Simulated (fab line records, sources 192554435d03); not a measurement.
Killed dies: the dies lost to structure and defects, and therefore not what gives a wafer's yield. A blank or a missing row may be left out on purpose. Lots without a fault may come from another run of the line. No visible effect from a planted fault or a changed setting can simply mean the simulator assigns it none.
fab line records + flow n5Finfet
record
- lots=4
- wafers=12
- lastDay=18
route steps=1938 shown SD_EPI_P@308 SD_ACTIVATION@330 ILD0@335 SDB@347 BEOL_M4@1111 PASSIVATION@1936
lots untouched by any fault: they come from a run of this same line in which no faults occurred
startH: start of the lot's first displayed wafer, in hours after the record's first day + waitH: hours elapsed since this lot's preceding step + " repeats the value in the row above + L1.1+2: one row covering several wafers at once + - value missing, or start not given + * or withheld: withheld + < > ~ a bound
route shown NAME@n: a module of which the file shows steps, and the number in the route of the first + usual: mean/standard deviation taken from wafers without a fault + same: alike in all rows + chamber/n: place in a boat + sites: each site's reading + _std_site: how widely they spread, as a standard deviation + _edge_site: mean of outer sites minus mean of inner sites + radiusMm: how far each site lies from the wafer's centre + mask NAME#n: copy n + behind: the last tool/chamber to shape the wafer + hold: why the lot was held/for how many hours/how that ended + device: the transistor (n, p or np) that didn't switch + end of line: the route-end tests of the same wafers + a step without rows: its recipe alone + killed: dies that structure and defects cost at the first sort, which is not the same as the wafer's yield + map: a wafer's dies, marking killed ones x, the rest . and places with no die _
set.NAME: the run value of the setting; set.NAME@STEP: its run value at that earlier step + model.NAME: the simulator's own value behind a step, which no gauge read
certain route steps with their lots: each step a table, each wafer a row
services: when a tool's chamber went out of use (startH, in hours from the record's first day, below 0 if earlier), for how many hours, and the reason
## steps
# step N5_SD_EPI_P_ETCH_37
# recipe
- chemistry=N2/H2
- target=SOC
- overetchA=1080
- maskMaterial=SiARC
- tempC=40
- ionEnergyEv=100
- sourceW=3000
- biasW=133
- pressureMtorr=20
- timeS=486
- n2FlowSccm=200
- h2FlowSccm=200
- ends=endPoint
# step N5_SD_EPI_P_STRIP_38
# recipe
- chemistry=N2/H2
- tempC=40
- n2FlowSccm=200
- h2FlowSccm=200
- rfFrequencyHz=6e+07
# step N5_SD_EPI_P_ETCHBACK_46
# recipe
- chemistry=CH3F/O2
- mode=anisotropicEtchback
- target=SiNx
- targetDepthA=175
- stopOn=SiO2
- overEtchFrac=0.3
- ionEnergyEv=120
- pressureMtorr=30
- sourceW=395
- biasW=73
- Ar_flow_sccm=150
- CH3F_flow_sccm=30
- O2_flow_sccm=20
# step N5_SD_EPI_P_ETCH_47
# recipe
- chemistry=CH3F/O2
- target=SiOCN
- targetDepthA=250
- maskMaterial=SOC
- ionEnergyEv=60
- biasW=29
- pressureMtorr=30
- sourceW=410
- Ar_flow_sccm=150
- CH3F_flow_sccm=30
- O2_flow_sccm=20
# step N5_SD_EPI_P_ETCH_16
# recipe
- chemistry=CHF3/O2
- target=SiO2
- targetDepthA=50
- maskMaterial=SOC
- pressureMtorr=30
- sourceW=650
- biasW=170
- Ar_flow_sccm=200
- CHF3_flow_sccm=50
- O2_flow_sccm=5
- ionEnergyEv=200
# step N5_SD_EPI_P_STRIP_50
# recipe
- chemistry=CHF3/O2
- resist=SiARC
- rfFrequencyHz=6e+07
# step N5_SD_EPI_P_SD_RECESS_17
# recipe
- chemistry=HBr/Cl2/O2
- targetDepthA=391
- btTimeS=3
- pressureMtorr=10
- icpW=800
- biasW=112
- HBr_flow_sccm=150
- Cl2_flow_sccm=80
- O2_flow_sccm=12
# step N5_SD_EPI_P_WET_ETCH_45
# recipe
- chemistry=dHF
- dilution=withheld
- timeS=10.7
- target=SiO2
- targetDepthA=20
- tempC=25
- dry=ipaMarangoni
- rinseTimeS=30
- rinseTempC=23
# step N5_SD_EPI_P_STRIP_40
# recipe
- chemistry=N2/H2
- powerW=1000
- tempC=250
- h2Frac=0.65
- overashFraction=0.3
- pressureMtorr=withheld
- n2FlowSccm=1750
- h2FlowSccm=3250
# step N5_SD_EPI_P_PRECLEAN_52
# recipe
- chemistry=O3/DIW
- timeS=60
- tempC=22
- o3Ppm=10
# step N5_SD_EPI_P_SRD_20
# recipe
- dry=ipaMarangoni
- doPpb=5
- timeS=30
- tempC=23
- rinseLiquid=diw
# step N5_SD_EPI_P_PRECLEAN_51
# recipe
- chemistry=NF3:NH3
- afsCycles=1
- tempC=30
- timeS=20
- sublimationTempC=180
- sublimationTimeS=60
- pressureTorr=3
- rfPowerW=30
# step N5_SD_EPI_P_VAPOR_ETCH_44
# recipe
- chemistry=NF3/Ar
- target=SiGe30
- tempC=25
- timeS=3.3
- mode=isotropic
| lot.wafer  | tool        | chamber | startH | waitH |
|------------|-------------|---------|--------|-------|
| L363.2+3+5 | epiRpcvd-03 | 0       | 71.00  | 0.1   |
| L375.2+3+6 | epiRpcvd-03 | 0       | 144.52 | 0.1   |
| L378.3+5+6 | epiRpcvd-03 | 0       | 157.96 | 0.1   |
| L384.3+4+6 | epiRpcvd-04 | 0       | 196.17 | 0.3   |
# step N5_SD_EPI_P_EPI_21
# recipe
- material=SiGe:B
- dopant=B
- tempC=550
- pressureTorr=20
- ambient=H2
- timeS=355
# step N5_SD_EPI_P_HM_STRIP_48
# recipe
- chemistry=H3PO4
- tempC=160
- material=SiNx
- target=SiNx
- targetDepthA=30
- overetchFraction=0.3
# step N5_SD_EPI_P_SRD_49
# recipe
- dry=ipaMarangoni
- timeS=30
- tempC=23
- rinseLiquid=diw
# step N5_SD_EPI_P_PRECLEAN_24
# recipe
- chemistry=O3/DIW
- timeS=45
- tempC=22
- o3Ppm=10
# step N5_SD_EPI_P_PRECLEAN_32
# recipe
- chemistry=dHF
- timeS=10
- dilution=500:1
- tempC=25
# step N5_SD_EPI_P_PRECLEAN_33
# recipe
- chemistry=SC2
- timeS=45
- tempC=35
- mix=1:1:50
# step N5_SD_EPI_P_SRD_25
# recipe
- timeS=30
- tempC=23
- rinseLiquid=diw
- dry=ipaMarangoni
# step N5_SD_ACTIVATION_RTA_00
# recipe
- tempC=975
- timeS=0
- ambient=N2
- idleTempC=600
- rampUpCPerS=150
- rampDownCPerS=60
- coolToC=600
# step N5_SD_ACTIVATION_LSA_01
# recipe
- tempC=1080
- timeS=0.0008
- ambient=N2
# step N5_ILD0_LINER_00
# recipe
- material=SiNx
- targetThkA=40
- tempC=400
- aldPrecursorFamily=SiH2I2
- aldCoReactant=N2/H2-plasma
- pulseTimeS=1
- purgeTimeS=2
- coReactantPurgeTimeS=2
- aldCycles=80
- pressureTorr=2
# step N5_ILD0_FCVD_FILL_01
# recipe
- material=SiO2_flowable
- targetThkA=2000
- tempC=100
- pressureTorr=0.8
- rfW=2000
- timeS=328.3
# step N5_ILD0_CURE_02
# recipe
- tempC=450
- timeS=1800
- ambient=steam
- idleTempC=400
- rampUpCPerMin=5
- rampDownCPerMin=3
- densificationPH2oTorr=640
# step N5_ILD0_CMP_03
# recipe
- stopOn=SiNx
- tOverpolishS=1.9
- postCmpClean=alkalineBrush
- downForcePsi=4.1491
- platenRpm=51.796
- padVelocityMS=1.0306
- targetThkNm=197.38
# step N5_ILD0_CMP_07
# recipe
- stopOn=poly-Si
- material=SiO2_flowable
- tOverpolishS=1.18
- postCmpClean=alkalineBrush
- downForcePsi=4.1491
- platenRpm=51.796
- padVelocityMS=1.0306
- targetThkNm=138.88
# step N5_ILD0_PRECLEAN_10
# recipe
- chemistry=NF3:NH3
- afsCycles=5
- timeS=20
- tempC=30
- sublimationTempC=180
- sublimationTimeS=60
- pressureTorr=3
- rfPowerW=30
# step N5_ILD0_ALD_15
# recipe
- material=SiNx
- targetThkA=240
- tempC=400
- aldPrecursorFamily=SiH2I2
- aldCoReactant=N2/H2-plasma
- pulseTimeS=1
- aldCycles=480
- purgeTimeS=2
- coReactantPurgeTimeS=2
- pressureTorr=2
# step N5_ILD0_CMP_12
# recipe
- stopOn=poly-Si
- material=SiNx
- tOverpolishS=6
- postCmpClean=alkalineBrush
- downForcePsi=2.5
- platenRpm=51.8
- padVelocityMS=1.0307
- targetThkNm=17.67
# step N5_SDB_HM_DEP_00
# recipe
- material=SiNx
- targetThkA=400
- tempC=400
- precursor=SiH4/NH3/N2
- pressureTorr=1.5
- rfW=300
- timeS=35.3
# step N5_SDB_COAT_03
# recipe
- resist=SOC
- tempC=250
- timeS=60
- spinRpm=1500
- resistThkNm=100
# step N5_SDB_COAT_04
# recipe
- resist=SiARC
- tempC=220
- timeS=60
- spinRpm=1500
- resistThkNm=18
# step N5_BEOL_M4_RC_MEAS_101
# usual
- DIBL_N=36.0/2.5
- DIBL_P=36.2/3
- IOFF_N=0.16/0.044
- IOFF_P=0.21/0.049
- IOFF_P_85C=3.7/0.7
- IOFF_P_LIN=0.100/0.017
- ION_N=671/15
- ION_P=461/8.7
- REXT_P=100.4/2.3
- SS_N=71.5/0.72
- SS_P=73.4/0.9
- VT_N=251/4.4
- VT_P=-250/4
- VT_P_LVT=-99/3.9
| lot.wafer | tool      | chamber | startH | waitH | DIBL_N[mV/V] | DIBL_P[mV/V] | IOFF_N[nA/um] | IOFF_P[nA/um] | IOFF_P_85C[nA/um] | IOFF_P_LIN[nA/um] | ION_N[uA/um] | ION_P[uA/um] | REXT_P[ohm.um] | SS_N[mV/dec] | SS_P[mV/dec] | VT_N[mV] | VT_P[mV] | VT_P_LVT[mV] |
|-----------|-----------|---------|--------|-------|--------------|--------------|---------------|---------------|-------------------|-------------------|--------------|--------------|----------------|--------------|--------------|----------|----------|--------------|
| L363.2    | prober-01 | 0       | 190.01 | 0.9   | 40.4         | 40.7         | 0.26          | 0.32          | 5.1               | 0.135             | 694          | 474          | 101.9          | 73.0         | 75.0         | 243      | -246     | -92          |
| L363.3    | "         | 0       | "      | "     | 35.1         | 33.9         | 0.15          | 0.18          | 3.2               | 0.093             | 668          | 455          | 102.2          | 71.6         | 73.3         | 249      | -250     | -99          |
| L363.5    | "         | 0       | "      | "     | 36.7         | 36.1         | 0.18          | 0.23          | 3.9               | 0.108             | 676          | 466          | 101.4          | 72.2         | 73.5         | 249      | -245     | -95          |
| L375.2    | prober-01 | 0       | 276.84 | 0.2   | 37.9         | 57.9         | 0.19          | 1.70          | 20.6              | 0.506             | 694          | 554          | 79.7           | 71.8         | 78.0         | 245      | -216     | -65          |
| L375.3    | "         | 0       | "      | "     | 37.0         | 38.0         | 0.18          | 0.21          | 3.6               | 0.100             | 679          | 460          | 101.2          | 71.5         | 74.1         | 246      | -252     | -100         |
| L375.6    | "         | 0       | "      | "     | 34.7         | 50.5         | 0.12          | 0.92          | 12.1              | 0.343             | 667          | 534          | 80.8           | 71.2         | 75.3         | 253      | -222     | -72          |
| L378.3    | prober-02 | 0       | 301.99 | 0.3   | 41.1         | 42.8         | 0.24          | 0.33          | 5.3               | 0.138             | 691          | 469          | 100.4          | 72.4         | 75.3         | 242      | -244     | -92          |
| L378.5    | "         | 0       | "      | "     | 38.0         | 38.4         | 0.17          | 0.22          | 3.8               | 0.103             | 679          | 456          | 101.0          | 71.8         | 74.9         | 250      | -254     | -98          |
| L378.6    | "         | 0       | "      | "     | 41.0         | 63.7         | 0.23          | 3.34          | 37.4              | 0.647             | 688          | 555          | 80.2           | 72.8         | 83.5         | 244      | -214     | -60          |
| L384.3    | prober-02 | 0       | 319.01 | 0.3   | 30.4         | 29.3         | 0.07          | 0.10          | 2.0               | 0.056             | 638          | 438          | 104.3          | 70.0         | 71.8         | 261      | -263     | -113         |
| L384.4    | "         | 0       | "      | "     | 35.3         | 35.9         | 0.12          | 0.18          | 3.2               | 0.084             | 662          | 456          | 100.4          | 71.2         | 73.4         | 256      | -255     | -104         |
| L384.6    | "         | 0       | "      | "     | 33.7         | 33.6         | 0.11          | 0.14          | 2.7               | 0.073             | 660          | 453          | 105.4          | 71.0         | 73.0         | 256      | -258     | -109         |
# step N5_PASSIVATION_PROBE_49
# usual
- defectLimitedYield=91.7/1.4
- killed_at_M0_to_M3=31/11
- killed_at_M4_up=13/4.6
- killedAtContacts=13/6.7
- killedAtFrontEnd=39/9.6
- killedAtOther=3.5/2.8
- killedDies=98/16
- killedOpen=64/11
- killedShort=33/8.5
- sort_bin_4_leakage=0.00/0.032
- sort_bin_5_function=4.9/0.96
- sort_bin_6_memory=3.1/0.59
- sort_bin_8_speed=0.2/1.3
- sortNPass=1080/23
- sortYieldPct=91.5/1.9
# same
- grossDies=1180
- killedAtBackSide=0
| lot.wafer | tool      | chamber | startH | waitH | defectLimitedYield[%] | killed_at_M0_to_M3 | killed_at_M4_up | killedAtContacts | killedAtFrontEnd | killedAtOther | killedDies | killedOpen | killedShort | sort_bin_4_leakage[%] | sort_bin_5_function[%] | sort_bin_6_memory[%] | sort_bin_8_speed[%] | sortNPass | sortYieldPct[%] |
|-----------|-----------|---------|--------|-------|-----------------------|--------------------|-----------------|------------------|------------------|---------------|------------|------------|-------------|-----------------------|------------------------|----------------------|---------------------|-----------|-----------------|
| L375.2    | prober-01 | -       | 377.99 | 0.1   | 89.9                  | 49                 | 14              | 26               | 27               | 3             | 119        | 79         | 40          | 89.92                 | 5.7                    | 3.8                  | 0                   | 0         | 0               |
| L375.3    | prober-01 | -       | 378.04 | 0.1   | 92.5                  | 33                 | 13              | 12               | 26               | 5             | 89         | 60         | 29          | 0                     | 5.2                    | 2.2                  | 0                   | 1091      | 92.5            |
| L375.6    | prober-01 | -       | 378.19 | 0.3   | 93.1                  | 19                 | 10              | 16               | 31               | 5             | 81         | 47         | 34          | 91.78                 | 3.7                    | 2.8                  | 0                   | 16        | 1.4             |
| L378.6    | prober-01 | -       | 409.52 | 0.3   | 87.6                  | 76                 | 9               | 9                | 46               | 6             | 146        | 85         | 61          | 87.63                 | 8.0                    | 3.8                  | 0                   | 0         | 0               |
# killed by level:class
L375.2 MOL_CONTACT_COAG:geometricParticle:open=23 BEOL_M2:geometricParticle:open=16 BEOL_M0_SAQP:geometricParticle:short=13 BEOL_M0_SAQP:geometricParticle:open=10 FIN_SAQP:geometricParticle:short=7 FIN_SAQP:geometricParticle:open=6 DUMMY_GATE:geometricParticle:open=6 BEOL_M2:geometricParticle:short=5
L375.3 BEOL_M2:geometricParticle:open=12 MOL_CONTACT_COAG:geometricParticle:open=10 BEOL_M4:geometricParticle:open=8 FIN_SAQP:geometricParticle:short=5 BEOL_M0_SAQP:geometricParticle:open=5 BEOL_M1:geometricParticle:open=5 STI_FIN_REVEAL:geometricParticle:open=4 FIN_SAQP:geometricParticle:open=3
L375.6 MOL_CONTACT_COAG:geometricParticle:open=11 DUMMY_GATE:geometricParticle:open=6 MOL_CONTACT_COAG:geometricParticle:short=5 BEOL_M3:geometricParticle:short=5 FIN_SAQP:geometricParticle:open=4 FIN_SAQP:geometricParticle:short=4 GATE_CUT:geometricParticle:short=4 STI_FIN_REVEAL:geometricParticle:open=3
L378.6 BEOL_M0_SAQP:geometricParticle:open=22 BEOL_M0_SAQP:geometricParticle:short=17 FIN_SAQP:geometricParticle:open=12 FIN_SAQP:geometricParticle:short=11 BEOL_M2:geometricParticle:short=10 BEOL_M3:geometricParticle:open=9 MOL_CONTACT_COAG:geometricParticle:open=7 STI_FIN_REVEAL:geometricParticle:open=6
# map L375.2 (x killed, . not)
_________________....x....x..________________
______________....x............._____________
___________......x........x........__________
__________.x................x...x.x._________
________....x...............xx.x......_______
_______....x.....x.....................______
______.x.x......x...x..............x...._____
_____..............................x..x..____
____....x.............x.........x.........___
___x.....x....x.................xxx...x....__
___...........x......................x.....__
__.x.xx..x......xx........x................._
__....x.....................x.x...x......x.._
_...........x.............................x..
_x...............x.......x......x..x.....x...
_..x......x.......x..........x......x......x.
_.x...........x.....x.x................x.xx.x
_..xxxx...xx..........x......................
_...........................xx...x......x.x..
_..........x.....x..x................x.......
_..............x..x......x.........x.........
__....x......................x.x............_
__xx.......x......................xx.....x.._
___.............................x....x...xx__
___.....x......x.........x.................__
____..........x...xx............x.........___
_____....x....................x.......x..____
______......x..........................._____
_______.....xx.........................______
________.....x........................_______
__________..........x...........x..._________
___________........................__________
______________...........x......_____________
_________________..........x.________________
# map L378.6 (x killed, . not)
_________________.......x....________________
______________....x............._____________
___________.x.........x..x..xxx.x.x__________
__________.........x....x.........x._________
________......x......................._______
_______.x....x.........................______
______...................x..x.........xx_____
_____.x...................x............x.____
____x.............x.....x.x.........xx....___
___..x..xx..................x....x.x......x__
___..........x...x......x.....x............__
__.x..........x..x.........x..........x....._
__......x..x..xxx...........x..........xx..._
_..x...x............x...............x......x.
_........x.....x.xx..................x.......
_........x..x....x............x.........xx...
_............x....x....x.................x...
_...........x.............x.......x...x....x.
_..x...........x........x.......x..........x.
_............x...x..........x................
_.x......x...........xx.x.x.x......x........x
__...x.................x.........x.x...x.x.._
__....x.........................x..........x_
___..x....x..x.x...........x.x..xx.........__
___.x...........................x.........x__
____............x.............x.x..x.x....___
_____........x....................x......____
______x.....x.........x...........x..xx._____
_______.......x..................x.x.x.______
________x.......x....xx....x...x......_______
__________..........x..............x_________
___________...............x....x...__________
______________x........x.....x.._____________
_________________...........x________________
## services
| tool        | chamber | startH | hours | kind |
|-------------|---------|--------|-------|------|
| epiRpcvd-03 | -       | 137.65 | 2.8   | pm   |
## key
firstSign
- step=N5_BEOL_M4_RC_MEAS_101
- reading=IOFF_P
- direction=up
- sigmas=37
- usual=0.21
- struck=1.99
effect
- step=N5_BEOL_M4_RC_MEAS_101
- reading=IOFF_P_85C
- direction=up
- sigmas=28
- usual=3.7
- struck=23.3
effect
- step=N5_BEOL_M4_RC_MEAS_101
- reading=IOFF_P_LIN
- direction=up
- sigmas=23
- usual=0.100
- struck=0.499
effect
- step=N5_BEOL_M4_RC_MEAS_101
- reading=ION_P
- direction=up
- sigmas=10
- usual=461
- struck=548
effect
- step=N5_BEOL_M4_RC_MEAS_101
- reading=REXT_P
- direction=down
- sigmas=8.7
- usual=100.4
- struck=80.2
effect
- step=N5_BEOL_M4_RC_MEAS_101
- reading=VT_P_LVT
- direction=up
- sigmas=8.4
- usual=-99
- struck=-66
effect
- step=N5_BEOL_M4_RC_MEAS_101
- reading=VT_P
- direction=up
- sigmas=8.3
- usual=-250
- struck=-217
effect
- step=N5_BEOL_M4_RC_MEAS_101
- reading=DIBL_P
- direction=up
- sigmas=7.2
- usual=36.2
- struck=57.4
effect
- step=N5_BEOL_M4_RC_MEAS_101
- reading=SS_P
- direction=up
- sigmas=6.2
- usual=73.4
- struck=78.9
effect
- step=N5_PASSIVATION_PROBE_49
- reading=sort_bin_4_leakage
- direction=up
- sigmas=99+
- usual=0.00
- struck=89.77
metAt N5_SD_EPI_P_VAPOR_ETCH_44
struckWafers L375.2,L375.6,L378.6
onsetBetween 71.00 144.52
fault
- kind=processParameterDrift
- tool=epiRpcvd-03
- chamber=-
- onsetH=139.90
- steps=N5_SD_EPI_P_VAPOR_ETCH_44
- channel=timeS
- offset=*
- shape=step
- endH=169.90
- scope=struckWafersOnly
- actsIn=*
- stated=*
